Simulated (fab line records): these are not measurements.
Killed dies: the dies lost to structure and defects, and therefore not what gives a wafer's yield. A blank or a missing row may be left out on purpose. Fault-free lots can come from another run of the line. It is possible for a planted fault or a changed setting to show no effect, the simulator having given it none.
fab line records -- flow n5-finfet
record: lots: 11, wafers: 33, last-day: 17
route steps=1938 shown BEOL_M15@1823 PAD_METAL@1893 PASSIVATION@1929
lots with no fault: from the same line, run without faults
start-h: hours from the record's first day to the start of the lot's first wafer shown -- wait-h: hours since the lot's step before -- " as in the row above -- L1.1+2: a row that stands for several wafers -- - no value, or no start was given -- * or withheld: withheld -- < > ~ a bound
route shown NAME@n: names a module that has steps shown in the file, with the first one's number in the route -- usual: average and standard deviation across the fault-free wafers -- same: alike in all rows -- chamber/n: place in a boat -- sites: readings site by site -- _std_site: how widely they spread, as a standard deviation -- _edge_site: mean of outer sites minus mean of inner sites -- radius-mm: how far each site lies from the wafer's centre -- mask NAME#n: copy n -- behind: tool/chamber where the wafer was last shaped -- hold: why the lot was held/for how many hours/how that ended -- device: the n, p or np transistor that did not switch -- end of line: at the end of the route, the tests of the same wafers -- a step with no rows: only its recipe -- killed: count of dies lost to structure and defects at first sort (not the wafer's yield) -- map: the dies of a wafer, with x for killed, . for not killed, _ for no die there
set.NAME: the setting the step ran with; set.NAME@STEP: the setting that earlier step ran with -- model.NAME: the simulator's own value behind a step, which no gauge read
route steps across a sampled set of lots; one table per step, one row per wafer
services: from which hour (start-h, from the record's first day; less than 0 if before it) a tool's chamber was out of use, for how many hours, and why
== steps ==
step: N5_BEOL_M15_ANNEAL_48
recipe: temp-c: 225, time-s: 90, ambient: N2
usual: wafer_temp_C_max: 226.5/0.33
lot.wafer,tool,chamber,start-h,wait-h,wafer_temp_C_max
L240.1,rtp-anneal-01,0,270.41,0.3,226.6
L240.4,rtp-anneal-01,0,270.41,0.3,226.5
L240.5,rtp-anneal-01,0,270.41,0.3,226.6
L244.1,rtp-anneal-01,0,290.03,0.8,226.4
L244.4,rtp-anneal-01,0,290.03,0.8,226.6
L244.5,rtp-anneal-01,0,290.03,0.8,226.6
L245.3,rtp-anneal-02,0,298.83,0.2,226.6
L245.4,rtp-anneal-02,0,298.83,0.2,226.0
L245.5,rtp-anneal-02,0,298.83,0.2,226.1
L249.2,rtp-anneal-01,0,331.81,0.2,226.6
L249.3,rtp-anneal-01,0,331.81,0.2,226.6
L249.5,rtp-anneal-01,0,331.81,0.2,226.9
L250.1,rtp-anneal-01,0,333.54,0.2,226.4
L250.4,rtp-anneal-01,0,333.54,0.2,226.5
L250.5,rtp-anneal-01,0,333.54,0.2,226.5
L252.1,rtp-anneal-02,0,345.21,0.3,226.4
L252.5,rtp-anneal-02,0,345.21,0.3,226.5
L252.6,rtp-anneal-02,0,345.21,0.3,226.3
L254.1,rtp-anneal-02,0,359.61,0.2,226.4
L254.3,rtp-anneal-02,0,359.61,0.2,226.1
L254.5,rtp-anneal-02,0,359.61,0.2,226.8
L255.4,rtp-anneal-01,0,360.06,0.2,226.2
L255.5,rtp-anneal-01,0,360.06,0.2,226.2
L255.6,rtp-anneal-01,0,360.06,0.2,226.4
L256.2,rtp-anneal-02,0,362.81,0.4,226.4
L256.4,rtp-anneal-02,0,362.81,0.4,226.5
L256.6,rtp-anneal-02,0,362.81,0.4,226.9
L262.3,rtp-anneal-01,0,386.68,0.3,226.6
L262.4,rtp-anneal-01,0,386.68,0.3,226.2
L262.5,rtp-anneal-01,0,386.68,0.3,225.9
L260.2,rtp-anneal-02,0,390.93,0.4,226.3
L260.5,rtp-anneal-02,0,390.93,0.4,227.1
L260.6,rtp-anneal-02,0,390.93,0.4,226.7
step: N5_BEOL_M15_INSPECT_55
recipe: inspect-instrument: darkfield, mode: post-dep
usual: raw-defect-count: 78/27
lot.wafer,tool,chamber,start-h,wait-h,raw-defect-count
L240.1,defect-inspect-01,-,271.16,0.0,78
L240.4,defect-inspect-01,-,271.16,0.0,46
L240.5,defect-inspect-01,-,271.16,0.0,58
L244.1,defect-inspect-02,-,290.78,0.0,93
L244.4,defect-inspect-02,-,290.78,0.0,105
L244.5,defect-inspect-02,-,290.78,0.0,175
L245.3,defect-inspect-01,-,299.50,0.0,75
L245.4,defect-inspect-01,-,299.50,0.0,98
L245.5,defect-inspect-01,-,299.50,0.0,82
L249.2,defect-inspect-02,-,332.51,0.0,15
L249.3,defect-inspect-02,-,332.51,0.0,26
L249.5,defect-inspect-02,-,332.51,0.0,43
L250.1,defect-inspect-02,-,334.29,0.0,93
L250.4,defect-inspect-02,-,334.29,0.0,102
L250.5,defect-inspect-02,-,334.29,0.0,76
L252.1,defect-inspect-02,-,345.96,0.0,81
L252.5,defect-inspect-02,-,345.96,0.0,149
L252.6,defect-inspect-02,-,345.96,0.0,78
L254.1,defect-inspect-02,-,360.36,0.0,50
L254.3,defect-inspect-02,-,360.36,0.0,129
L254.5,defect-inspect-02,-,360.36,0.0,66
L255.4,defect-inspect-01,-,360.68,0.0,58
L255.5,defect-inspect-01,-,360.68,0.0,89
L255.6,defect-inspect-01,-,360.68,0.0,32
L256.2,defect-inspect-01,-,363.51,0.0,69
L256.4,defect-inspect-01,-,363.51,0.0,107
L256.6,defect-inspect-01,-,363.51,0.0,72
L262.3,defect-inspect-01,-,387.35,0.0,67
L262.4,defect-inspect-01,-,387.35,0.0,28
L262.5,defect-inspect-01,-,387.35,0.0,59
L260.2,defect-inspect-02,-,391.63,0.0,101
L260.5,defect-inspect-02,-,391.63,0.0,86
L260.6,defect-inspect-02,-,391.63,0.0,41
step: N5_PASSIVATION_DEGAS_18
recipe: ambient: vacuum, temp-c: 300, time-s: 60
usual: heater-power-w: 457/44
lot.wafer,tool,chamber,start-h,wait-h,heater-power-w
L240.1,pvd-sputter-03,-,281.06,0.3,386
L240.4,pvd-sputter-03,-,281.06,0.3,498
L240.5,pvd-sputter-03,-,281.06,0.3,518
L244.1,pvd-sputter-03,-,300.23,2.3,445
L244.4,pvd-sputter-03,-,300.23,2.3,453
L244.5,pvd-sputter-03,-,300.23,2.3,425
L245.3,pvd-sputter-03,-,307.96,0.1,399
L245.4,pvd-sputter-03,-,307.96,0.1,464
L245.5,pvd-sputter-03,-,307.96,0.1,498
L250.1,pvd-sputter-01,-,344.76,0.4,477
L250.4,pvd-sputter-01,-,344.76,0.4,486
L250.5,pvd-sputter-01,-,344.76,0.4,505
L249.2,pvd-sputter-01,-,345.22,0.5,478
L249.3,pvd-sputter-01,-,345.22,0.5,464
L249.5,pvd-sputter-01,-,345.22,0.5,497
L252.1,pvd-sputter-02,-,353.76,0.2,479
L252.5,pvd-sputter-02,-,353.76,0.2,489
L252.6,pvd-sputter-02,-,353.76,0.2,416
L254.1,pvd-sputter-02,-,370.79,0.4,500
L254.3,pvd-sputter-02,-,370.79,0.4,412
L254.5,pvd-sputter-02,-,370.79,0.4,465
L255.4,pvd-sputter-03,-,371.19,0.7,449
L255.5,pvd-sputter-03,-,371.19,0.7,444
L255.6,pvd-sputter-03,-,371.19,0.7,395
L256.2,pvd-sputter-02,-,372.11,0.3,403
L256.4,pvd-sputter-02,-,372.11,0.3,496
L256.6,pvd-sputter-02,-,372.11,0.3,404
L262.3,pvd-sputter-01,-,396.49,0.3,466
L262.4,pvd-sputter-01,-,396.49,0.3,488
L262.5,pvd-sputter-01,-,396.49,0.3,488
L260.2,pvd-sputter-02,-,401.32,0.3,473
L260.5,pvd-sputter-02,-,401.32,0.3,473
L260.6,pvd-sputter-02,-,401.32,0.3,413
step: N5_PASSIVATION_PASS_ETCH_47
recipe: chemistry: CF4/O2, target: SiNx, target-depth-a: 7700, time-s: 385, ion-energy-ev: 100, pressure-mtorr: 40, source-w: 535, bias-w: 49, Ar_flow_sccm: 100, cf4-flow-sccm: 100, O2_flow_sccm: 10
usual: drypump-motor-current-A: 5.6/0.37, oes_f_703_au: 0.81/0.085, oes-product-au: 0.81/0.084, rf-vpp-V: 238/9, run-length-s: 408.5/0.36, showerhead-plenum-p-Torr: 2.17/0.062, throttle-valve-pct: 15.87/0.28
lot.wafer,tool,chamber,start-h,wait-h,drypump-motor-current-A,oes_f_703_au,oes-product-au,rf-hours-counter-h,rf-vpp-V,run-length-s,showerhead-plenum-p-Torr,throttle-valve-pct
L240.1,rie-diel-06,0,283.65,0.0,5.7,0.92,0.90,30,221,408.6,2.15,15.55
L240.4,rie-diel-06,2,283.65,0.0,5.5,0.69,0.71,-,246,409.0,2.17,16.15
L240.5,rie-diel-06,1,283.65,0.0,6.2,0.80,0.85,-,255,408.4,2.14,16.06
L244.1,rie-diel-06,1,302.92,0.0,6.2,0.80,0.84,84,257,408.3,2.14,16.07
L244.4,rie-diel-06,0,302.92,0.0,5.7,0.92,0.88,38,222,408.5,2.15,15.58
L244.5,rie-diel-06,2,302.92,0.0,5.5,0.69,0.70,-,247,409.1,2.17,16.18
L245.3,rie-diel-06,0,310.80,0.0,5.7,0.92,0.88,42,222,408.4,2.15,15.59
L245.4,rie-diel-06,1,310.80,0.0,6.2,0.79,0.84,87,256,408.2,2.14,16.06
L245.5,rie-diel-06,0,310.80,0.0,5.7,0.91,0.87,-,224,408.4,2.15,15.57
L250.1,rie-diel-06,3,347.40,0.0,5.5,0.78,0.79,124,242,408.8,2.14,15.93
L250.4,rie-diel-06,0,347.40,0.0,5.7,0.90,0.86,54,223,408.4,2.14,15.60
L250.5,rie-diel-06,0,347.40,0.0,5.7,0.90,0.85,-,222,408.2,2.14,15.61
L249.2,rie-diel-04,0,348.02,0.0,6.1,0.94,0.92,15,233,407.8,2.24,15.51
L249.3,rie-diel-04,3,348.02,0.0,5.5,0.77,0.74,180,237,408.3,2.13,16.07
L249.5,rie-diel-04,3,348.02,0.0,5.5,0.77,0.73,-,238,408.1,2.13,16.07
L252.1,rie-diel-06,2,356.58,0.0,5.5,0.68,0.70,242,246,409.0,2.17,16.21
L252.5,rie-diel-06,3,356.58,0.0,5.5,0.77,0.79,-,242,408.5,2.14,15.94
L252.6,rie-diel-06,0,356.58,0.0,5.7,0.89,0.85,-,221,408.4,2.14,15.61
L254.1,rie-diel-06,0,373.56,0.0,5.7,0.87,0.84,63,222,408.7,2.14,15.63
L254.3,rie-diel-06,1,373.56,0.0,6.1,0.77,0.80,109,256,446.2,2.13,16.13
L254.5,rie-diel-06,3,373.56,0.0,5.5,0.77,0.78,-,241,409.2,2.14,15.93
L255.4,rie-diel-02,3,374.14,0.1,5.2,0.82,0.78,-,241,408.7,2.14,16.11
L255.5,rie-diel-02,1,374.14,0.1,5.6,0.92,0.93,-,238,408.3,2.33,15.44
L255.6,rie-diel-02,0,374.14,0.1,5.9,0.85,0.88,-,247,408.4,2.26,15.62
L256.2,rie-diel-06,1,374.93,0.0,6.2,0.78,0.81,109,256,408.5,2.13,16.11
L256.4,rie-diel-06,2,374.93,0.0,5.5,0.67,0.70,249,247,446.9,2.16,16.24
L256.6,rie-diel-06,3,374.93,0.0,5.5,0.76,0.79,-,242,408.9,2.14,15.95
L262.3,rie-diel-02,2,401.92,0.0,4.8,0.95,0.94,9,236,408.9,2.22,15.41
L262.4,rie-diel-02,1,401.92,0.0,5.6,0.89,0.90,27,238,408.1,2.33,15.46
L262.5,rie-diel-02,0,401.92,0.0,5.9,0.83,0.87,-,249,408.4,2.25,15.66
L260.2,rie-diel-02,0,410.39,0.0,5.9,0.83,0.86,53,248,408.7,2.25,15.67
L260.5,rie-diel-02,1,410.39,0.0,5.6,0.89,0.90,-,239,408.3,2.33,15.48
L260.6,rie-diel-02,2,410.39,0.0,4.8,0.92,0.93,-,236,409.2,2.22,15.39
== services ==
tool,chamber,start-h,hours,kind
rie-diel-06,0,247.66,11.7,repair
rtp-anneal-01,-,255.36,3.8,pm
rie-diel-04,3,275.02,10.0,repair
pvd-sputter-03,-,277.53,2.1,repair
rie-diel-06,3,280.34,5.1,repair
rie-diel-04,0,285.05,-,clean
rie-diel-04,0,285.05,-,consumable-replace:focus-ring
rie-diel-02,1,317.81,-,clean
rie-diel-02,1,317.81,-,consumable-replace:focus-ring
rie-diel-02,1,317.81,-,consumable-replace:showerhead
rie-diel-02,1,317.81,17.8,scheduled-down
rie-diel-02,1,317.81,17.8,vent-cycle
rtp-anneal-02,-,345.48,2.7,pm
rie-diel-04,2,361.65,6.5,repair
rie-diel-02,2,366.02,-,clean
rie-diel-02,2,366.02,-,consumable-replace:focus-ring
rie-diel-02,2,366.02,15.2,scheduled-down
rie-diel-02,2,366.02,15.2,vent-cycle
rie-diel-06,2,379.64,-,clean
rie-diel-06,2,379.64,-,consumable-replace:focus-ring
rie-diel-06,2,379.64,17.8,scheduled-down
rie-diel-06,2,379.64,17.8,vent-cycle
pvd-sputter-02,-,395.03,1.1,repair
rie-diel-04,-,401.02,14.6,pm
== key ==
first-sign: step: N5_PASSIVATION_PASS_ETCH_47, reading: run-length-s, direction: up, sigmas: 99+, usual: *, struck: *
effect none on later readings
met-at N5_PASSIVATION_PASS_ETCH_47
struck-lots L254,L256
struck-wafers L254.3,L256.4
not-acting-at N5_BEOL_M15_ANNEAL_48,N5_BEOL_M15_INSPECT_55,N5_PASSIVATION_DEGAS_18
onset-between 356.58 373.56
fault: kind: process-parameter-drift, tool: rie-diel-06, chamber: -, onset-h: 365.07, steps: N5_PASSIVATION_PASS_ETCH_47, channel: time-s, offset: *, shape: step, end-h: 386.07, scope: struck-wafers-only, acts-in: *, stated: *
